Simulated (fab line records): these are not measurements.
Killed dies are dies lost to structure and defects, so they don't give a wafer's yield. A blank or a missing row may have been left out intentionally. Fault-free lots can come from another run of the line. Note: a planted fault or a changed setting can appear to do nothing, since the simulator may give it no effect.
Lot-split experiment | flow n5 finfet | 21 wafers read from 7 lots, route of 1938 steps

SPLIT DETAILS
At N5_HKMG_FIN_EXPOSE_46 (exposes mask NDIPOLE), the setting dose mj was moved away from the recipe's 40 on 4 of the 21 wafers read, by -7.0% to +6.8%. The other wafers ran this setting at the recipe's value.

FROM THE SPLIT TO THE READING: what the file shows between them, 2 steps
- N5_HKMG_FIN_PEB_47: peb time 60 s
- N5_HKMG_FIN_DEVELOP_48: develop time 30 s

THE READING
cd nm at N5_HKMG_FIN_CD_MEAS_49, given in nm (cd target 202 nm). Typical for fault-free wafers on this fab line: 202.2 nm, with standard deviation 0.57 nm.

wafer  | tool, chamber at the split | dose mj as run | against the recipe | cd nm, nm | against lot-mates on the recipe
L075.1 | arfi scanner-01, 0         | 40             | recipe             | 202.6     | -
L075.4 | arfi scanner-01, 0         | 40             | recipe             | 201.9     | -
L075.6 | arfi scanner-01, 0         | 40             | recipe             | 202.6     | -
L079.1 | arfi scanner-02, 0         | 41.82          | +4.6%              | 204.1     | +2.5
L079.2 | arfi scanner-02, 0         | 40             | recipe             | 201.6     | -
L079.5 | arfi scanner-02, 0         | 41.82          | +4.6%              | 204.7     | +3.1
L084.3 | arfi scanner-03, 0         | 40             | recipe             | 201.8     | -
L084.4 | arfi scanner-03, 0         | 37.2           | -7.0%              | 197.3     | -4.4
L084.6 | arfi scanner-03, 0         | 40             | recipe             | 201.6     | -
L086.2 | arfi scanner-01, 0         | 40             | recipe             | 203.0     | -
L086.3 | arfi scanner-01, 0         | 40             | recipe             | 202.3     | -
L086.5 | arfi scanner-01, 0         | 42.72          | +6.8%              | 206.2     | +3.5
L085.2 | arfi scanner-02, 0         | 40             | recipe             | 201.6     | -
L085.5 | arfi scanner-02, 0         | 40             | recipe             | 202.2     | -
L085.6 | arfi scanner-02, 0         | 40             | recipe             | 201.7     | -
L088.2 | arfi scanner-02, 0         | 40             | recipe             | 201.9     | -
L088.3 | arfi scanner-02, 0         | 40             | recipe             | 202.7     | -
L088.4 | arfi scanner-02, 0         | 40             | recipe             | 202.1     | -
L090.2 | arfi scanner-02, 0         | 40             | recipe             | 202.5     | -
L090.4 | arfi scanner-02, 0         | 40             | recipe             | 203.1     | -
L090.6 | arfi scanner-02, 0         | 40             | recipe             | 202.9     | -

FIT RESULTS
A straight line over all 21 wafers: cd nm changes by +0.6 nm for each +1% of dose mj; r = +0.95; the points scatter about the line by 0.54 nm.
The same after taking each lot's own level away (the mean of its wafers on the recipe; 21 wafers): +0.59 nm for each +1%; r = +0.98; scatter 0.31 nm.
That fit puts the effect of the largest move of dose mj on the reading at 4.1 nm.
Measured against the standard deviation above, the lots' own levels, which go from 201.60 to 202.83 nm, span 2.2 times it.
So the lot-to-lot level changes the slope little: the two slopes agree.
Check: for one of the wafers moved furthest among these (-7.0%), held out of the fit, the line's prediction against its lot-mates is -3.94 nm. Against them it came out at -4.4 nm.

THE FILE'S OWN FIT
cd nm changes by +0.585 nm for each +1% of dose mj, r = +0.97.
